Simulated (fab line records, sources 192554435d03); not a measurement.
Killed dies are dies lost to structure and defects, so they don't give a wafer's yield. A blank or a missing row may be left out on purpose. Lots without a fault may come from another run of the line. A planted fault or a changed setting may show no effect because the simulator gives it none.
fab line records | flow n5_finfet | part 2 of 2: steps 16 to 16 of 16
record lots=6 wafers=18 last_day=18
route steps=1938 shown BEOL_M0_SAQP@665 BEOL_M4@1111 PASSIVATION@1936
lots that met no fault: from a run of the same line without faults
start_h: hours from the record's first day to the start of the lot's first wafer shown | wait_h: hours since the lot's step before | " the same as in the row above | L1.1+2: a row that stands for several wafers | - no value, or no start given | * or withheld: withheld | < > ~ a bound
route shown NAME@n: a module of which the file shows steps, and the number in the route of the first | usual: mean/standard deviation of fault-free wafers | same: alike in all rows | chamber/n: place in a boat | sites: the reading at each site | _std_site: their standard deviation | _edge_site: outer sites' mean less inner sites' | radius_mm: how far each site lies from the wafer's centre | mask NAME#n: copy n | behind: the tool/chamber that last shaped the wafer | hold: why the lot was held/for how many hours/how that ended | device: the transistor (n, p or np) that didn't switch | end of line: the same wafers' tests at the end of the route | a step without rows: its recipe alone | killed: dies lost to structure and defects at the first sort, not the wafer's yield | map: a wafer's dies, x killed, . not, _ none there
set.NAME: the setting as run; set.NAME@STEP: as run at that earlier step | model.NAME: the simulator's own value behind a step, which no gauge read
lots at some steps of the route; a table a step, a row a wafer
services: from which hour (start_h, from the record's first day; less than 0 if before it) a tool's chamber was out of use, for how many hours, and why
## steps
# step N5_PASSIVATION_PROBE_49
# usual defect_limited_yield=91.5/1.4 killed_at_M0_to_M3=32/9.8 killed_at_M4_up=13/5.3 killed_at_contacts=13/6.4 killed_at_front_end=39/10 killed_at_other=3.1/2.5 killed_dies=100/17 killed_on_rim=13/3.9 killed_open=65/13 killed_short=33/7.7 sort_bin_5_function=5.0/0.93 sort_bin_6_memory=3.2/0.69 sort_n_pass=1080/17 sort_yield_pct=91.5/1.4
# same gross_dies=1180 killed_at_back_side=0 sort_bin_4_leakage[%]=0 sort_bin_8_speed[%]=0
# columns lot.wafer tool chamber start_h wait_h defect_limited_yield[%] killed_at_M0_to_M3 killed_at_M4_up killed_at_contacts killed_at_front_end killed_at_other killed_dies killed_on_rim killed_open killed_short sort_bin_5_function[%] sort_bin_6_memory[%] sort_n_pass sort_yield_pct[%]
L713.2 prober-01 - 307.83 0.1 92.7 22 8 19 36 1 86 15 48 35 4.2 3.0 1094 92.7
L713.3 prober-01 - 307.88 0.1 93.5 25 12 9 31 0 77 10 54 23 4.0 2.4 1103 93.5
L713.4 prober-01 - 307.93 0.2 92.3 20 17 12 35 7 91 13 64 27 4.6 2.9 1089 92.3
L717.1 prober-01 - 356.42 0.0 94.4 21 13 5 26 1 66 10 45 19 3.5 2.0 1114 94.4
L717.3 prober-01 - 356.52 0.1 90.1 34 24 17 39 3 117 18 79 38 5.8 4.1 1063 90.1
L717.4 prober-01 - 356.57 0.2 91.2 41 17 13 29 4 104 15 69 34 5.4 3.1 1076 91.2
L725.4 prober-02 - 394.65 0.2 0 1107 10 18 41 4 1180 152 65 34 96.4 3.3 0 0
L725.5 prober-02 - 394.70 0.2 0 1109 18 12 41 0 1180 152 84 33 95.9 3.6 0 0
L725.6 prober-02 - 394.75 0.3 0 1127 8 15 29 1 1180 152 62 38 96.7 3.2 0 0
L724.2 prober-01 - 399.00 0.1 0 1116 16 10 35 3 1180 152 55 21 97.1 2.6 0 0
L724.4 prober-01 - 399.10 0.2 0 1116 15 10 36 3 1180 152 67 33 96.9 2.9 0 0
L724.5 prober-01 - 399.15 0.2 0 1129 16 8 19 8 1180 152 45 29 97.6 2.2 0 0
L730.4 prober-02 - 413.03 0.2 91.9 55 6 6 26 2 95 19 54 40 4.7 3.0 1085 91.9
L730.6 prober-02 - 413.13 0.3 91.0 49 17 6 34 0 106 14 70 36 5.7 3.1 1074 91.0
L731.3 prober-02 - 432.17 0.1 88.8 49 9 19 54 1 132 19 100 32 6.1 4.7 1048 88.8
L731.4 prober-02 - 432.22 0.2 91.7 33 16 9 39 1 98 15 70 28 5.0 3.3 1082 91.7
L731.6 prober-02 - 432.32 0.3 90.9 48 11 13 33 2 107 11 70 37 5.2 3.6 1073 90.9
# killed by level:class
L713.2 MOL_CONTACT_COAG:geometric_particle:open=14 FIN_SAQP:geometric_particle:open=10 BEOL_M0_SAQP:geometric_particle:short=10 BEOL_M0_SAQP:geometric_particle:open=6 MOL_CONTACT_COAG:geometric_particle:short=5 FIN_SAQP:geometric_particle:short=4 STI_FIN_REVEAL:geometric_particle:open=4 STARTING-WAFER:geometric_particle:short=4
L713.3 FIN_SAQP:geometric_particle:short=10 BEOL_M3:geometric_particle:open=10 FIN_SAQP:geometric_particle:open=9 MOL_CONTACT_COAG:geometric_particle:open=9 BEOL_M2:geometric_particle:open=4 BEOL_M0_SAQP:geometric_particle:short=3 STI_FIN_REVEAL:geometric_particle:open=2 DUMMY_GATE:geometric_particle:short=2
L713.4 MOL_CONTACT_COAG:geometric_particle:open=10 FIN_SAQP:geometric_particle:open=9 FIN_SAQP:geometric_particle:short=7 BEOL_M3:geometric_particle:open=7 GATE_CUT:geometric_particle:short=5 BEOL_M4:geometric_particle:open=5 BEOL_M2:geometric_particle:open=4 BEOL_M8:geometric_particle:open=4
L717.1 STI_FIN_REVEAL:geometric_particle:open=7 BEOL_M3:geometric_particle:open=7 BEOL_M1:geometric_particle:open=4 MOL_CONTACT_COAG:geometric_particle:open=4 BEOL_M2:geometric_particle:open=4 BEOL_M6:geometric_particle:open=3 STARTING-WAFER:geometric_particle:short=3 STARTING-WAFER:geometric_particle:open=3
L717.3 BEOL_M0_SAQP:geometric_particle:open=15 MOL_CONTACT_COAG:geometric_particle:open=13 STI_FIN_REVEAL:geometric_particle:open=10 BEOL_M4:geometric_particle:open=9 BEOL_M0_SAQP:geometric_particle:short=8 FIN_SAQP:geometric_particle:short=5 GATE_CUT:geometric_particle:short=5 BEOL_M2:geometric_particle:open=5
L717.4 BEOL_M0_SAQP:geometric_particle:open=16 MOL_CONTACT_COAG:geometric_particle:open=8 BEOL_M0_SAQP:geometric_particle:short=8 BEOL_M2:geometric_particle:open=8 FIN_SAQP:geometric_particle:open=5 MOL_CONTACT_COAG:geometric_particle:short=5 BEOL_M4:geometric_particle:open=5 BEOL_M6:geometric_particle:open=5
L725.4 BEOL_M0_SAQP:area_etchback=1077 MOL_CONTACT_COAG:geometric_particle:open=15 BEOL_M2:geometric_particle:open=12 FIN_SAQP:geometric_particle:short=10 STI_FIN_REVEAL:geometric_particle:open=7 DUMMY_GATE:geometric_particle:open=6 BEOL_M1:geometric_particle:open=6 BEOL_M0_SAQP:geometric_particle:open=5
L725.5 BEOL_M0_SAQP:area_etchback=1063 BEOL_M2:geometric_particle:open=13 STI_FIN_REVEAL:geometric_particle:open=11 MOL_CONTACT_COAG:geometric_particle:open=10 BEOL_M0_SAQP:geometric_particle:open=9 BEOL_M0_SAQP:geometric_particle:short=9 BEOL_M4:geometric_particle:open=9 FIN_SAQP:geometric_particle:open=6
L725.6 BEOL_M0_SAQP:area_etchback=1079 MOL_CONTACT_COAG:geometric_particle:open=13 BEOL_M0_SAQP:geometric_particle:short=12 BEOL_M0_SAQP:geometric_particle:open=10 BEOL_M2:geometric_particle:open=8 BEOL_M3:geometric_particle:open=6 FIN_SAQP:geometric_particle:short=5 STI_FIN_REVEAL:geometric_particle:open=5
L724.2 BEOL_M0_SAQP:area_etchback=1103 STI_FIN_REVEAL:geometric_particle:open=16 BEOL_M4:geometric_particle:open=10 MOL_CONTACT_COAG:geometric_particle:open=7 STI_FIN_REVEAL:geometric_particle:short=6 BEOL_M2:geometric_particle:open=4 FIN_SAQP:geometric_particle:open=3 DUMMY_GATE:geometric_particle:open=3
L724.4 BEOL_M0_SAQP:area_etchback=1079 BEOL_M2:geometric_particle:open=17 GATE_CUT:geometric_particle:open=9 MOL_CONTACT_COAG:geometric_particle:open=8 FIN_SAQP:geometric_particle:open=6 FIN_SAQP:geometric_particle:short=5 GATE_CUT:geometric_particle:short=5 BEOL_M0_SAQP:geometric_particle:short=5
L724.5 BEOL_M0_SAQP:area_etchback=1105 MOL_CONTACT_COAG:geometric_particle:open=7 BEOL_M4:geometric_particle:open=6 BEOL_M0_SAQP:geometric_particle:open=5 BEOL_M2:geometric_particle:open=5 GATE_CUT:geometric_particle:open=4 GATE_CUT:geometric_particle:short=4 BEOL_M0_SAQP:geometric_particle:short=4
L730.4 BEOL_M0_SAQP:geometric_particle:short=13 BEOL_M0_SAQP:geometric_particle:open=10 BEOL_M1:geometric_particle:open=9 BEOL_M3:geometric_particle:open=7 FIN_SAQP:geometric_particle:short=6 BEOL_M2:geometric_particle:open=6 STI_FIN_REVEAL:geometric_particle:open=5 MOL_CONTACT_COAG:geometric_particle:open=5
L730.6 BEOL_M2:geometric_particle:open=14 STI_FIN_REVEAL:geometric_particle:open=10 BEOL_M1:geometric_particle:open=9 BEOL_M4:geometric_particle:open=9 FIN_SAQP:geometric_particle:short=5 MOL_CONTACT_COAG:geometric_particle:open=5 BEOL_M0_SAQP:geometric_particle:open=5 BEOL_M0_SAQP:geometric_particle:short=5
L731.3 FIN_SAQP:geometric_particle:open=27 BEOL_M0_SAQP:geometric_particle:open=17 MOL_CONTACT_COAG:geometric_particle:open=16 BEOL_M0_SAQP:geometric_particle:short=13 FIN_SAQP:geometric_particle:short=7 STI_FIN_REVEAL:geometric_particle:open=7 BEOL_M2:geometric_particle:open=7 BEOL_M1:geometric_particle:open=4
L731.4 FIN_SAQP:geometric_particle:open=14 BEOL_M0_SAQP:geometric_particle:open=9 MOL_CONTACT_COAG:geometric_particle:open=8 BEOL_M0_SAQP:geometric_particle:short=8 BEOL_M3:geometric_particle:open=6 BEOL_M4:geometric_particle:open=6 FIN_SAQP:geometric_particle:short=5 DUMMY_GATE:geometric_particle:open=5
L731.6 BEOL_M0_SAQP:geometric_particle:open=13 BEOL_M0_SAQP:geometric_particle:short=11 FIN_SAQP:geometric_particle:open=9 BEOL_M2:geometric_particle:open=9 MOL_CONTACT_COAG:geometric_particle:open=8 BEOL_M4:geometric_particle:open=7 FIN_SAQP:geometric_particle:short=5 MOL_CONTACT_COAG:geometric_particle:short=5
# map L724.2 (x killed, . not)
_________________xxxxxxxxxxxx________________
______________xxxxxxxxxxxxxxxxxx_____________
___________xxxxxxxxxxxxxxxxxxxxxxxx__________
__________xxxxxxxxxxxxxxxxxxxxxxxxxx_________
________xxxxxxxxxxxxxxxxxxxxxxxxxxxxxx_______
_______xxxxxxxxxxxxxxxxxxxxxxxxxxxxxxxx______
______xxxxxxxxxxxxxxxxxxxxxxxxxxxxxxxxxx_____
_____xxxxxxxxxxxxxxxxxxxxxxxxxxxxxxxxxxxx____
____xxxxxxxxxxxxxxxxxxxxxxxxxxxxxxxxxxxxxx___
___xxxxxxxxxxxxxxxxxxxxxxxxxxxxxxxxxxxxxxxx__
___xxxxxxxxxxxxxxxxxxxxxxxxxxxxxxxxxxxxxxxx__
__xxxxxxxxxxxxxxxxxxxxxxxxxxxxxxxxxxxxxxxxxx_
__xxxxxxxxxxxxxxxxxxxxxxxxxxxxxxxxxxxxxxxxxx_
_xxxxxxxxxxxxxxxxxxxxxxxxxxxxxxxxxxxxxxxxxxxx
_xxxxxxxxxxxxxxxxxxxxxxxxxxxxxxxxxxxxxxxxxxxx
_xxxxxxxxxxxxxxxxxxxxxxxxxxxxxxxxxxxxxxxxxxxx
_xxxxxxxxxxxxxxxxxxxxxxxxxxxxxxxxxxxxxxxxxxxx
_xxxxxxxxxxxxxxxxxxxxxxxxxxxxxxxxxxxxxxxxxxxx
_xxxxxxxxxxxxxxxxxxxxxxxxxxxxxxxxxxxxxxxxxxxx
_xxxxxxxxxxxxxxxxxxxxxxxxxxxxxxxxxxxxxxxxxxxx
_xxxxxxxxxxxxxxxxxxxxxxxxxxxxxxxxxxxxxxxxxxxx
__xxxxxxxxxxxxxxxxxxxxxxxxxxxxxxxxxxxxxxxxxx_
__xxxxxxxxxxxxxxxxxxxxxxxxxxxxxxxxxxxxxxxxxx_
___xxxxxxxxxxxxxxxxxxxxxxxxxxxxxxxxxxxxxxxx__
___xxxxxxxxxxxxxxxxxxxxxxxxxxxxxxxxxxxxxxxx__
____xxxxxxxxxxxxxxxxxxxxxxxxxxxxxxxxxxxxxx___
_____xxxxxxxxxxxxxxxxxxxxxxxxxxxxxxxxxxxx____
______xxxxxxxxxxxxxxxxxxxxxxxxxxxxxxxxxx_____
_______xxxxxxxxxxxxxxxxxxxxxxxxxxxxxxxx______
________xxxxxxxxxxxxxxxxxxxxxxxxxxxxxx_______
__________xxxxxxxxxxxxxxxxxxxxxxxxxx_________
___________xxxxxxxxxxxxxxxxxxxxxxxx__________
______________xxxxxxxxxxxxxxxxxx_____________
_________________xxxxxxxxxxxx________________
# map L725.4 (x killed, . not)
_________________xxxxxxxxxxxx________________
______________xxxxxxxxxxxxxxxxxx_____________
___________xxxxxxxxxxxxxxxxxxxxxxxx__________
__________xxxxxxxxxxxxxxxxxxxxxxxxxx_________
________xxxxxxxxxxxxxxxxxxxxxxxxxxxxxx_______
_______xxxxxxxxxxxxxxxxxxxxxxxxxxxxxxxx______
______xxxxxxxxxxxxxxxxxxxxxxxxxxxxxxxxxx_____
_____xxxxxxxxxxxxxxxxxxxxxxxxxxxxxxxxxxxx____
____xxxxxxxxxxxxxxxxxxxxxxxxxxxxxxxxxxxxxx___
___xxxxxxxxxxxxxxxxxxxxxxxxxxxxxxxxxxxxxxxx__
___xxxxxxxxxxxxxxxxxxxxxxxxxxxxxxxxxxxxxxxx__
__xxxxxxxxxxxxxxxxxxxxxxxxxxxxxxxxxxxxxxxxxx_
__xxxxxxxxxxxxxxxxxxxxxxxxxxxxxxxxxxxxxxxxxx_
_xxxxxxxxxxxxxxxxxxxxxxxxxxxxxxxxxxxxxxxxxxxx
_xxxxxxxxxxxxxxxxxxxxxxxxxxxxxxxxxxxxxxxxxxxx
_xxxxxxxxxxxxxxxxxxxxxxxxxxxxxxxxxxxxxxxxxxxx
_xxxxxxxxxxxxxxxxxxxxxxxxxxxxxxxxxxxxxxxxxxxx
_xxxxxxxxxxxxxxxxxxxxxxxxxxxxxxxxxxxxxxxxxxxx
_xxxxxxxxxxxxxxxxxxxxxxxxxxxxxxxxxxxxxxxxxxxx
_xxxxxxxxxxxxxxxxxxxxxxxxxxxxxxxxxxxxxxxxxxxx
_xxxxxxxxxxxxxxxxxxxxxxxxxxxxxxxxxxxxxxxxxxxx
__xxxxxxxxxxxxxxxxxxxxxxxxxxxxxxxxxxxxxxxxxx_
__xxxxxxxxxxxxxxxxxxxxxxxxxxxxxxxxxxxxxxxxxx_
___xxxxxxxxxxxxxxxxxxxxxxxxxxxxxxxxxxxxxxxx__
___xxxxxxxxxxxxxxxxxxxxxxxxxxxxxxxxxxxxxxxx__
____xxxxxxxxxxxxxxxxxxxxxxxxxxxxxxxxxxxxxx___
_____xxxxxxxxxxxxxxxxxxxxxxxxxxxxxxxxxxxx____
______xxxxxxxxxxxxxxxxxxxxxxxxxxxxxxxxxx_____
_______xxxxxxxxxxxxxxxxxxxxxxxxxxxxxxxx______
________xxxxxxxxxxxxxxxxxxxxxxxxxxxxxx_______
__________xxxxxxxxxxxxxxxxxxxxxxxxxx_________
___________xxxxxxxxxxxxxxxxxxxxxxxx__________
______________xxxxxxxxxxxxxxxxxx_____________
_________________xxxxxxxxxxxx________________
## services
# columns tool chamber start_h hours kind
rie_si-03 - 122.54 2.1 repair
rie_diel-05 2 133.74 16.1 repair
rie_si-01 3 136.63 5.2 repair
rie_si-03 2 138.79 3.0 repair
rie_diel-04 3 177.55 5.5 repair
rie_si-01 0 190.41 3.0 repair
rie_diel-03 2 191.94 6.5 repair
rie_diel-05 - 203.16 0.3 repair
rie_diel-04 0 208.33 7.4 repair
vapor_etch-01 0 217.61 4.0 repair
## key
first_sign step=N5_BEOL_M0_SAQP_SPACER2_ETCHBACK_27 reading=tool_record direction=missing
effect step=N5_PASSIVATION_PROBE_49 reading=killed_at_M0_to_M3 direction=up sigmas=99+ usual=32 struck=1117
model_effect step=N5_BEOL_M0_SAQP_SPACER2_ETCHBACK_27 value=a-Si_of_BEOL_M0_SAQP_PECVD_96.thk_nm without=42.83 struck=44.27
more_kills_born_at N5_BEOL_M0_SAQP_SPACER2_ETCHBACK_27@rie_diel-05=6498
met_at N5_BEOL_M0_SAQP_SPACER2_ETCHBACK_27
struck_wafers L724.2,L724.4,L724.5,L725.4,L725.5,L725.6
later_rows_left_out L724.2,L724.4,L724.5,L725.4,L725.5,L725.6
onset_between 141.08 212.05
fault kind=skipped_step_whole tool=rie_diel-05 chamber=- onset_h=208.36 steps=N5_BEOL_M0_SAQP_SPACER2_ETCHBACK_27 scope=struck_lots_only
# later_rows_left_out: the simulator's readings of these wafers behind a module that went badly wrong aren't trusted and aren't shown, but for the sort
